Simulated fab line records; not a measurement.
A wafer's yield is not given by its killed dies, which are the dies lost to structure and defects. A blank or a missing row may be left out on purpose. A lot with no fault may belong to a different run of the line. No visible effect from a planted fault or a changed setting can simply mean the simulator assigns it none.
Matching of chambers + flow n5-finfet + 3 sister chambers for N5_BEOL_M5_PECVD_70 on pecvd-03
The step deposits SiO2 from TEOS/O2, target thk 16 nm, time 18 s. 14 wafers are shown with their chamber, then 7 later ones without.

WAFERS PAIRED WITH THEIR CHAMBERS
| wafer  | chamber | throttle-valve-pct (%) | showerhead-plenum-p-Torr (Torr) | heater-power-w (W) |
|--------|---------|------------------------|---------------------------------|--------------------|
| L075.1 | 1       | 22.8                   | 8.90                            | 774                |
| L075.5 | 0       | 20.8                   | 8.86                            | 741                |
| L075.6 | 2       | 20.8                   | 8.84                            | 598                |
| L079.2 | 1       | 23.0                   | 8.92                            | 907                |
| L079.4 | 0       | 20.7                   | 8.82                            | 748                |
| L079.6 | 2       | 20.8                   | 8.82                            | 544                |
| L082.1 | 1       | 22.9                   | 8.89                            | 857                |
| L082.3 | 0       | 20.7                   | 8.82                            | 643                |
| L082.5 | 2       | 21.1                   | 8.81                            | 629                |
| L088.2 | 2       | 21.1                   | 8.84                            | 647                |
| L088.4 | 1       | 22.8                   | 8.88                            | 928                |
| L088.6 | 2       | 21.0                   | 8.81                            | 654                |
| L091.1 | 0       | 20.9                   | 8.83                            | 658                |
| L091.2 | 1       | 22.6                   | 8.91                            | 920                |

SIGNATURES (averages over the wafers above)
| reading                  | chamber 0 | chamber 1 | chamber 2 | scatter within a chamber |
|--------------------------|-----------|-----------|-----------|--------------------------|
| throttle-valve-pct       | 20.775    | 22.820    | 20.960    | 0.137                    |
| showerhead-plenum-p-Torr | 8.8325    | 8.9000    | 8.8240    | 0.0165                   |
| heater-power-w           | 697.50    | 877.20    | 614.40    | 55.1                     |
Rule: a wafer's distance from a chamber is the root of the sum, over the readings, of the square of ((its reading less the chamber's mean) divided by the reading's scatter). If the next closest chamber is less than 2 further off than the closest, the wafer can't be placed; otherwise it belongs to the closest. How the scatter is found: for the shown wafers, subtract from each reading the mean of its chamber, square and add these, divide the total by (wafers less chambers), then take the root.

WAFERS WITH NO CHAMBER GIVEN
| wafer  | throttle-valve-pct (%) | showerhead-plenum-p-Torr (Torr) | heater-power-w (W) |
|--------|------------------------|---------------------------------|--------------------|
| L091.6 | 20.8                   | 8.86                            | 683                |
| L094.1 | 21.1                   | 8.80                            | 556                |
| L094.2 | 20.9                   | 8.84                            | 652                |
| L094.4 | 21.1                   | 8.85                            | 562                |
| L096.1 | 22.9                   | 8.90                            | 822                |
| L096.2 | 21.0                   | 8.83                            | 771                |
| L096.3 | 21.0                   | 8.80                            | 556                |

THE CHAMBER EACH PASSED THROUGH
| wafer  | from the rows above     | in truth |
|--------|-------------------------|----------|
| L091.6 | can't be placed: 0 or 2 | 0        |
| L094.1 | can't be placed: 2 or 0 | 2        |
| L094.2 | can't be placed: 2 or 0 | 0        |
| L094.4 | can't be placed: 2 or 0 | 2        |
| L096.1 | 1                       | 1        |
| L096.2 | can't be placed: 0 or 2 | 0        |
| L096.3 | can't be placed: 2 or 0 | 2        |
1 of 7 placed correctly. Not placeable from these rows: 6 (in 6, the candidates include the true chamber). Placed wrongly: 0.
